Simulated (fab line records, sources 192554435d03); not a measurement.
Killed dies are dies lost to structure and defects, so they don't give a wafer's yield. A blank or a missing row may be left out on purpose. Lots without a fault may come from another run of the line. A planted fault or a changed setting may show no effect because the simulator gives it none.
Which tool did it? | flow n5_finfet | 9 lots, 27 wafers sampled, at 5 steps of a route of 1938

WHAT THE GAUGES READ, wafer by wafer
N5_BEOL_M0_INSPECT_127: inspects for defects (darkfield). Usual: raw_defect_count 69, standard deviation 24.
lot  | measured     | on                | raw_defect_count | flag
L328 | day 6 05:13  | defect_inspect-01 | 89 72 45         |
L332 | day 7 01:59  | defect_inspect-02 | 85 143 66        |
L333 | day 7 08:50  | defect_inspect-02 | 47 44 92         |
L335 | day 7 14:20  | defect_inspect-01 | 55 78 40         |
L338 | day 8 14:01  | defect_inspect-02 | 85 122 81        |
L341 | day 11 12:29 | defect_inspect-02 | 69 54 54         |
L348 | day 11 17:16 | defect_inspect-02 | 66 72 64         |
L346 | day 11 17:23 | defect_inspect-01 | 116 100 125      |
L351 | day 11 17:52 | defect_inspect-02 | 76 94 73         |

N5_BEOL_M4_RC_MEAS_101. Usual: DIBL_N 36.3 mV/V, standard deviation 1.7; DIBL_P 36.5 mV/V, standard deviation 2.1; IOFF_N 0.16 nA/um, standard deviation 0.03; IOFF_P 0.22 nA/um, standard deviation 0.035; ION_N 675 uA/um, standard deviation 11; ION_P 465 uA/um, standard deviation 7.1; SS_N 71.5 mV/dec, standard deviation 0.62; SS_P 73.3 mV/dec, standard deviation 0.64; VT_N 250 mV, standard deviation 3.1; VT_P -249.1 mV, standard deviation 3.
lot  | measured     | on        | DIBL_N (mV/V)  | DIBL_P (mV/V)  | IOFF_N (nA/um) | IOFF_P (nA/um) | ION_N (uA/um) | ION_P (uA/um) | SS_N (mV/dec)  | SS_P (mV/dec)  | VT_N (mV)   | VT_P (mV)            | flag
L328 | day 8 02:34  | prober-01 | 37.8 37.7 35.5 | 38.9 38.4 36.7 | 0.19 0.19 0.15 | 0.26 0.27 0.23 | 682 686 675   | 470 473 469   | 72.1 72.0 71.0 | 73.8 73.4 72.5 | 246 248 252 | -245.8 -246.1 -248.8 |
L332 | day 8 22:09  | prober-01 | 39.5 37.1 38.1 | 41.8 38.5 40.9 | 0.24 0.20 0.21 | 0.32 0.26 0.29 | 675 680 696   | 469 472 476   | 72.6 72.6 72.8 | 74.9 73.7 74.0 | 248 246 245 | -246.1 -246.7 -245.6 |
L333 | day 9 03:23  | prober-01 | 36.4 33.1 37.8 | 36.4 32.5 39.1 | 0.16 0.11 0.21 | 0.19 0.16 0.25 | 669 671 688   | 456 460 472   | 71.9 71.3 72.2 | 73.9 72.4 74.0 | 251 254 243 | -253.5 -256.4 -246.4 |
L335 | day 9 10:03  | prober-02 | 35.2 37.0 37.0 | 31.7 34.8 34.8 | 0.13 0.16 0.15 | 0.17 0.20 0.20 | 671 685 662   | 459 467 460   | 71.0 71.5 71.9 | 72.1 72.7 72.6 | 253 249 251 | -252.1 -252.0 -250.5 |
L338 | day 10 07:47 | prober-01 | 35.4 35.8 35.8 | 36.4 37.6 35.5 | 0.16 0.18 0.15 | 0.21 0.23 0.19 | 660 679 666   | 460 467 454   | 71.6 70.7 71.8 | 73.4 73.8 73.0 | 248 245 247 | -251.2 -249.6 -251.7 |
L341 | day 12 21:18 | prober-02 | 37.0 34.6 37.8 | 36.9 34.0 38.5 | 0.17 0.12 0.18 | 0.24 0.20 0.29 | 680 655 668   | 466 456 463   | 71.7 71.7 72.0 | 74.0 73.5 74.3 | 248 254 249 | -245.9 -249.2 -243.5 |
L348 | day 13 20:59 | prober-01 | 38.4 36.6 37.4 | 36.9 34.3 36.5 | 0.19 0.15 0.18 | 0.25 0.21 0.24 | 681 674 694   | 468 468 474   | 72.3 71.7 71.3 | 73.4 73.4 73.3 | 246 248 246 | -245.4 -246.7 -247.4 |
L346 | day 14 18:15 | prober-02 | 37.5 37.8 39.2 | 38.0 36.8 38.9 | 0.18 0.17 0.20 | 0.28 0.24 0.26 | 662 678 672   | 460 466 456   | 71.3 72.0 72.5 | 73.8 73.4 73.3 | 248 251 247 | -245.2 -246.1 -245.9 |
L351 | day 14 20:30 | prober-02 | 36.4 34.0 36.9 | 38.1 35.8 38.7 | 0.16 0.13 0.19 | 0.23 0.20 0.24 | 671 686 691   | 467 475 480   | 71.5 70.5 71.2 | 73.8 73.1 73.9 | 252 253 245 | -246.8 -248.7 -246.6 |

WHICH TOOL RAN EACH LOT (tool, then ch and the chambers of the sampled wafers, then the start)
lot  | N5_BEOL_M0_CMP_120            | N5_BEOL_M1_ETCH_64                 | N5_BEOL_M1_STRIP_19
L328 | cmp-02 ch 1,2,3, day 6 04:40  | rie_diel-04 ch 0,1, day 6 06:58    | rie_diel-04 ch 0,1,2, day 6 07:15
L332 | cmp-04 ch 1,2, day 7 01:24    | rie_diel-02 ch 1,3, day 7 03:43    | rie_diel-02 ch 1,2,3, day 7 04:00
L333 | cmp-04 ch 1,2,3, day 7 08:12  | rie_diel-04 ch 0,2,3, day 7 09:49  | rie_diel-04 ch 0,1,2, day 7 10:05
L335 | cmp-01 ch 2,3, day 7 13:47    | rie_diel-03 ch 0,2,3, day 7 16:08  | rie_diel-02 ch 0,2, day 7 16:27
L338 | cmp-02 ch 0,3, day 8 13:10    | rie_diel-02 ch 1,2, day 8 15:13    | rie_diel-02 ch 0,1, day 8 15:40
L341 | cmp-04 ch 0,1,2, day 11 11:56 | rie_diel-03 ch 1,3, day 11 13:28   | rie_diel-03 ch 0,3, day 11 13:55
L348 | cmp-02 ch 0,1,2, day 11 16:46 | rie_diel-02 ch 0,3, day 11 19:55   | rie_diel-02 ch 0,2,3, day 11 20:18
L346 | cmp-01 ch 1,2,3, day 11 16:46 | rie_diel-02 ch 0,2,3, day 11 20:09 | rie_diel-04 ch 1,2, day 11 20:26
L351 | cmp-04 ch 0,3, day 11 17:17   | rie_diel-03 ch 0,1, day 11 20:13   | rie_diel-04 ch 0,1,2, day 11 20:32
- N5_BEOL_M0_CMP_120: polishes, stops on SiOC, t overpolish 6.9 s.
- N5_BEOL_M1_ETCH_64: etches SOC in N2/H2, target depth 75 nm, overetch 15 nm, time 112.5 s.
- N5_BEOL_M1_STRIP_19: strips in O2.

WHAT THE TOOLS THEMSELVES READ (means of the sampled wafers that have a number; where no wafer has one, the mark that the record gives instead)
N5_BEOL_M0_CMP_120. Usual: barrier_field_endpoint_s 3.69 s, standard deviation 0.13; head_pressure_psi 1.0000 psi, standard deviation 0.0022; motor_current_A 6.2 A, standard deviation 0.64; overpolish_run_s 6.899 s, standard deviation 0.01; platen_rpm 50.00 rpm, standard deviation 0.035; time_to_endpoint_s 63 s, standard deviation 3.6.
lot  | tool   | barrier_field_endpoint_s (s) | head_pressure_psi (psi) | motor_current_A (A) | overpolish_run_s (s) | platen_rpm (rpm) | time_to_endpoint_s (s) | flag
L328 | cmp-02 | 3.72                         | 1.0001                  | 6.1                 | 6.913                | 49.95            | 62                     |
L332 | cmp-04 | 3.71                         | 0.9979                  | 6.7                 | 6.911                | 50.02            | 67                     |
L333 | cmp-04 | 3.68                         | 1.0011                  | 6.7                 | 6.905                | 50.01            | 65                     |
L335 | cmp-01 | 3.70                         | 1.0003                  | 6.2                 | 6.889                | 49.99            | 67                     |
L338 | cmp-02 | 3.77                         | 1.0016                  | 6.5                 | 6.893                | 50.02            | 65                     |
L341 | cmp-04 | 3.66                         | 0.9995                  | 6.7                 | 6.899                | 50.01            | 59                     |
L348 | cmp-02 | 3.54                         | 1.0029                  | 5.8                 | 6.891                | 49.99            | 60                     |
L346 | cmp-01 | 3.66                         | 0.9984                  | 5.9                 | 6.891                | 50.00            | 63                     |
L351 | cmp-04 | 3.51                         | 1.0005                  | 6.5                 | 6.899                | 49.99            | 59                     |

N5_BEOL_M1_ETCH_64. Usual: bias_w 150.0 W, standard deviation 0.44; chamber_pressure_mTorr 30.003 mTorr, standard deviation 0.027; drypump_motor_current_A 5.8 A, standard deviation 0.4; oes_product_au 0.61 a.u., standard deviation 0.06; rf_fwd_power_W 837.0 W, standard deviation 3; rf_vpp_V 523.7 V, standard deviation 2.1; showerhead_plenum_p_Torr 2.53 Torr, standard deviation 0.066; throttle_valve_pct 17.80 %, standard deviation 0.22.
lot  | tool        | bias_w (W) | chamber_pressure_mTorr (mTorr) | drypump_motor_current_A (A) | oes_product_au (a.u.) | rf_fwd_power_W (W) | rf_vpp_V (V) | showerhead_plenum_p_Torr (Torr) | throttle_valve_pct (%) | flag
L328 | rie_diel-04 | 149.8      | 30.004                         | 5.4                         | 0.62                  | 836.6              | 522.5        | 2.50                            | 17.93                  |
L332 | rie_diel-02 | 150.4      | 29.983                         | 5.8                         | 0.67                  | 836.0              | 525.9        | 2.64                            | 17.57                  |
L333 | rie_diel-04 | 149.7      | 30.035                         | 5.9                         | 0.63                  | 837.0              | 523.6        | 2.51                            | 17.80                  |
L335 | rie_diel-03 | 150.0      | 30.023                         | 5.6                         | 0.57                  | 835.9              | 522.9        | 2.52                            | 18.14                  |
L338 | rie_diel-02 | 149.7      | 29.999                         | 6.4                         | 0.60                  | 836.1              | 524.3        | 2.54                            | 17.61                  |
L341 | rie_diel-03 | 150.5      | 30.046                         | 5.4                         | 0.70                  | 837.3              | 524.7        | 2.59                            | 17.70                  |
L348 | rie_diel-02 | 150.3      | 29.985                         | 6.0                         | 0.59                  | 768.0              | 541.1        | 2.57                            | 17.73                  | OFF
L346 | rie_diel-02 | 149.9      | 29.995                         | 6.0                         | 0.62                  | 770.5              | 542.8        | 2.58                            | 17.64                  | OFF
L351 | rie_diel-03 | 150.4      | 30.001                         | 5.4                         | 0.60                  | 835.1              | 523.2        | 2.48                            | 18.07                  |

N5_BEOL_M1_STRIP_19. Usual: chamber_pressure_mTorr 30.00 mTorr, standard deviation 0.037; drypump_motor_current_A 5.8 A, standard deviation 0.38; oes_product_au 0.78 a.u., standard deviation 0.092; rf_vpp_V 3.7 V, standard deviation 0.43; showerhead_plenum_p_Torr 2.09 Torr, standard deviation 0.06; throttle_valve_pct 16.71 %, standard deviation 0.16.
lot  | tool        | chamber_pressure_mTorr (mTorr) | drypump_motor_current_A (A) | oes_product_au (a.u.) | rf_vpp_V (V) | showerhead_plenum_p_Torr (Torr) | throttle_valve_pct (%) | flag
L328 | rie_diel-04 | 29.98                          | 5.6                         | 0.76                  | 3.4          | 2.07                            | 16.67                  |
L332 | rie_diel-02 | 30.00                          | 6.1                         | 0.85                  | 3.6          | 2.17                            | 16.53                  |
L333 | rie_diel-04 | 30.02                          | 5.6                         | 0.75                  | 3.8          | 2.07                            | 16.69                  |
L335 | rie_diel-02 | 30.00                          | 6.3                         | 0.77                  | 3.7          | 2.11                            | 16.62                  |
L338 | rie_diel-02 | 30.00                          | 6.4                         | 0.72                  | 3.8          | 2.09                            | 16.63                  |
L341 | rie_diel-03 | 30.02                          | 5.6                         | 0.85                  | 3.7          | 2.09                            | 16.67                  |
L348 | rie_diel-02 | 30.02                          | 6.0                         | 0.79                  | 3.6          | 2.15                            | 16.63                  |
L346 | rie_diel-04 | 30.02                          | 5.6                         | 0.74                  | 3.6          | 2.04                            | 16.74                  |
L351 | rie_diel-04 | 30.00                          | 5.6                         | 0.72                  | 3.5          | 2.06                            | 16.76                  |

THE ANSWER, worked out from the rows above alone
Rule: a lot is off if the mean of its wafers that have a number lies more than 3 standard deviations from the usual mean. A lot without any number at a reading at which 4 lots or more have one is off too. The other lots that the step has rows for count as sound. The gauges are gone through in route order, then the tools' own readings, and for those a lot's mean is taken as printed above. The first step at which some lot is off is used, and at that step the reading that is off furthest; a lot without a number counts as furthest.
Off: L348, L346, at N5_BEOL_M1_ETCH_64 (rf_fwd_power_W).
A tool fits if, at that step or a process step before it, it ran every lot that is off, and no sound lot after the first of them. One fits: rie_diel-02 at N5_BEOL_M1_ETCH_64. Its last sound lot is L338 (day 8 15:13), its first lot that is off L348 (day 11 19:55): a fault that began between those two fits.
The tool's own readings at N5_BEOL_M1_ETCH_64 bear it out: on the lots that are off they differ by more than 5 times the standard deviation of the sound lots' means. rf_fwd_power_W reads 769.2 W there against 836.3 W on the sound lots; rf_vpp_V reads 542.0 V there against 523.9 V on the sound lots.

WHAT THE SIMULATOR HAD PUT IN
Process parameter drift: rie_diel-02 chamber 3, from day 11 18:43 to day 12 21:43, at N5_BEOL_M1_ETCH_64. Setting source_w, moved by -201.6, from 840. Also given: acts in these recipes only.
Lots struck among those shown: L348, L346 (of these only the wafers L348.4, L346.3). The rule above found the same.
